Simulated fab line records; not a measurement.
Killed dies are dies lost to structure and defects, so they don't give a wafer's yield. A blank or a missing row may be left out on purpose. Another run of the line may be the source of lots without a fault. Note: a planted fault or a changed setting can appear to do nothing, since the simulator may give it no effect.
The same fault as seen by 3 desks | flow n5 finfet | every desk sees just its own numbers, and what lay behind them comes last

## THE TOOL OWNER'S DESK: rie diel-02
The tool's own readings at N5_PASSIVATION_ETCH_54 (etches SiO2 in CHF3/O2, target depth 880 nm, time 440 s): means of the sampled wafers that have a number, for each lot that ran on this tool. The brackets show how far a lot's mean lies from the usual mean; more than 4 standard deviations puts the lot out of limits, marked OUT.
Columns: A = drypump motor current A at N5_PASSIVATION_ETCH_54, usual 5.9 A; B = oes_f_703_au at N5_PASSIVATION_ETCH_54, usual 0.84 a.u.; C = oes product au at N5_PASSIVATION_ETCH_54, usual 0.84 a.u.; D = rf vpp V at N5_PASSIVATION_ETCH_54, usual 525 V; E = showerhead plenum p Torr at N5_PASSIVATION_ETCH_54, usual 2.44 Torr; F = throttle valve pct at N5_PASSIVATION_ETCH_54, usual 18.64 %
lot  | first seen here | A   | B    | C    | D   | E    | F
L724 | day 15 05:07    | 5.7 | 0.83 | 0.82 | 518 | 2.33 | 18.68
L738 | day 17 21:35    | 5.3 | 0.86 | 0.89 | 520 | 2.35 | 18.76
L740 | day 18 11:14    | 5.4 | 0.85 | 0.89 | 519 | 2.35 | 18.82
Result from this desk: across the 3 lots, nothing is out of limits.

## THE DEFECT DESK
For each lot, the counts of the inspections along the route, averaged over the sampled wafers that have a number. The brackets show how far a lot's mean lies from the usual mean; more than 4 standard deviations puts the lot out of limits, marked OUT.
Columns: A = raw defect count at N5_PASSIVATION_INSPECT_67, usual 2.1
lot  | first seen here | A
L724 | day 15 04:45    | 3.0
L731 | day 15 20:35    | 1.7
L738 | day 17 21:17    | 1.0
L740 | day 18 10:56    | 1.7
L743 | day 18 18:58    | 2.7
L746 | day 20 04:26    | 3.3
Result from this desk: across the 6 lots, nothing is out of limits.

## THE METROLOGY DESK
What the gauges read, lot by lot, whatever tool the lot ran on: means of the sampled wafers that have a number. The brackets show how far a lot's mean lies from the usual mean; more than 4 standard deviations puts the lot out of limits, marked OUT.
Columns: A = cd nm at N5_PASSIVATION_CD_MEAS_44, usual 40001 nm; B = PASS_OPEN_OVL at N5_PASSIVATION_OVL_MEAS_66, usual 5 nm
lot  | first seen here | A     | B
L724 | day 15 04:42    | 39995 | 14
L731 | day 15 20:32    | 39998 | 4
L738 | day 17 21:14    | 40001 | 12
L740 | day 18 10:53    | 39998 | 10
L743 | day 18 18:55    | 40003 | 9
L746 | day 20 04:23    | 39996 | 9
Result from this desk: across the 6 lots, nothing is out of limits.

## PUT TOGETHER
The desk of the tool owner found nothing out of limits.
Nothing out of limits was seen by the defect desk.
The metrology desk saw nothing out of limits.

## WHAT THE SIMULATOR HAD PUT IN
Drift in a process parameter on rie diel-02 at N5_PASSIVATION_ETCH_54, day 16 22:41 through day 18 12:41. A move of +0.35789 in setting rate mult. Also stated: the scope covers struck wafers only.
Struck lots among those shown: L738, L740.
